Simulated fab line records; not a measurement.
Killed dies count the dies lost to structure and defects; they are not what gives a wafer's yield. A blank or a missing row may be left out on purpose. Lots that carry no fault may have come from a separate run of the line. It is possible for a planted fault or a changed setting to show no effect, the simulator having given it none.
Struck lot and sound lot, side by side	flow n5Finfet	14 steps out of a route of 1938
Sound: the wafers L140.3, L140.5, L140.6. The struck wafers were L147.2, L147.4, L147.5. The cause is named last.
At each step with rows: each side's tool, then ch and its chambers, then its first start. Under that, the readings that differ: sound wafers	struck wafers	difference of the means	sigmas: that difference in standard deviations of wafers without a fault.
alike: readings whose means differ by less than 2 such deviations, and words and numbers that are the same on both sides. not compared: withheld readings, readings that some wafer has no value for, bounds like >300 that may hide the same value, and numbers for which the record gives no deviation and whose values overlap.
Wherever a step has rows on one side only, a row that says differs or no value, or a row with sigmas, the two part there. Non-overlapping numbers with no deviation appear without sigmas and do not part them. A reading missing from all wafers of one side parts the sides only when that side holds two or more wafers.

first, 6 steps without rows for these wafers: N5_MIM_BOT_LITHO_EBR_04; N5_MIM_BOT_LITHO_SOFTBAKE_03 (time 90 s); N5_MIM_BOT_LITHO_EXPOSE_05 (exposes mask MIM BOT); N5_MIM_BOT_LITHO_PEB_06; N5_MIM_BOT_LITHO_DEVELOP_07 (develop time 60 s); N5_MIM_BOT_LITHO_HARDBAKE_09 (time 120 s).
N5_MIM_BOT_LITHO_CD_MEAS_08: the cd target is 3000 nm.
  sound on cdSem-02 ch 0, day 13 16:27; struck on cdSem-02 ch 0, day 15 06:58
  alike: cdNm
N5_MIM_BOT_LITHO_OVL_MEAS_11:
  sound on overlay-02 ch 0, day 13 16:28; struck on overlay-01 ch 0, day 15 07:00
  alike: MIM_BOT_OVL
N5_MIM_BOT_LITHO_INSPECT_12: inspects for defects (macro).
  sound: defectInspect-02 at day 13 16:30; struck: defectInspect-01 at day 15 07:01
  alike: rawDefectCount
N5_MIM_BOT_LITHO_DESCUM_10: chemistry O2, time 7.9 s.
  sound on rieDiel-04 ch 0,3, day 13 16:32; struck on rieDiel-04 ch 0,2, day 15 07:11
  alike: biasPowerW, drypumpMotorCurrentA, oesProductAu, rfFwdPowerW, rfVppV, showerheadPlenumPTorr, throttleValvePct
  not compared: rfHoursCounterH
N5_MIM_BOT_ETCH_ETCH_04: etches SiNx in CF4/O2, target depth 26 nm, time 13 s.
  sound on rieDiel-04 ch 0,3, day 13 16:36; struck on rieDiel-04 ch 0,2, day 15 07:15
  alike: drypumpMotorCurrentA, oes_ar_750_au, oesProductAu, rfFwdPowerW, rfVppV, showerheadPlenumPTorr, throttleValvePct
  not compared: rfHoursCounterH
N5_MIM_BOT_ETCH_ETCH_03: etches the open film in Cl2/BCl3, target depth 12 nm.
  sound on rieMetal-03 ch 0,1, day 13 16:43; struck on rieMetal-02 ch 0,1, day 15 07:20
reading	sound	struck	difference	sigmas
rfFwdPowerW (W)	790.6 790.9 789.4	797.4 795.1 797.1	+6.2	+2
  alike: drypumpMotorCurrentA, oesProductAu, throttleValvePct
  not compared: rfHoursCounterH
N5_MIM_BOT_ETCH_ETCH_00: etches TiN in Cl2/BCl3, target depth 45.5 nm.
  sound on rieMetal-03 ch 0,1, day 13 16:49; struck on rieMetal-02 ch 0,1, day 15 07:26
reading	sound	struck	difference	sigmas
oes_ar_750_au (a.u.)	0.69 0.85 0.69	1.03 0.98 1.03	+0.27	+4
rfFwdPowerW (W)	990 994 994	1233 1237 1232	+241	+71
model.etch.depthNm (nm)	45.3 45.55 45.55	56.56 56.69 56.25	+11.03	
model.MIM_BOT_ETCH.cdOffsetNm (nm)	-0.4 0 -0.2	-1 -0.8 -1	-1	
  alike: drypumpMotorCurrentA, oesProductAu, throttleValvePct
  not compared: rfHoursCounterH
N5_MIM_BOT_ETCH_STRIP_01: strips in O2.
  sound on rieDiel-02 ch 0,1,3, day 13 16:55; struck on rieDiel-06 ch 0,1, day 15 07:38
reading	sound	struck	difference	sigmas
oesProductAu (a.u.)	0.96 0.97 0.82	0.73 0.67 0.74	-0.20	-2
  alike: drypumpMotorCurrentA, rfVppV, showerheadPlenumPTorr, throttleValvePct
  not compared: rfHoursCounterH

## WHERE THEY PART
At N5_MIM_BOT_ETCH_ETCH_03 first; at N5_MIM_BOT_ETCH_STRIP_01 last (within this record only).

WHY: the cause the simulator had injected
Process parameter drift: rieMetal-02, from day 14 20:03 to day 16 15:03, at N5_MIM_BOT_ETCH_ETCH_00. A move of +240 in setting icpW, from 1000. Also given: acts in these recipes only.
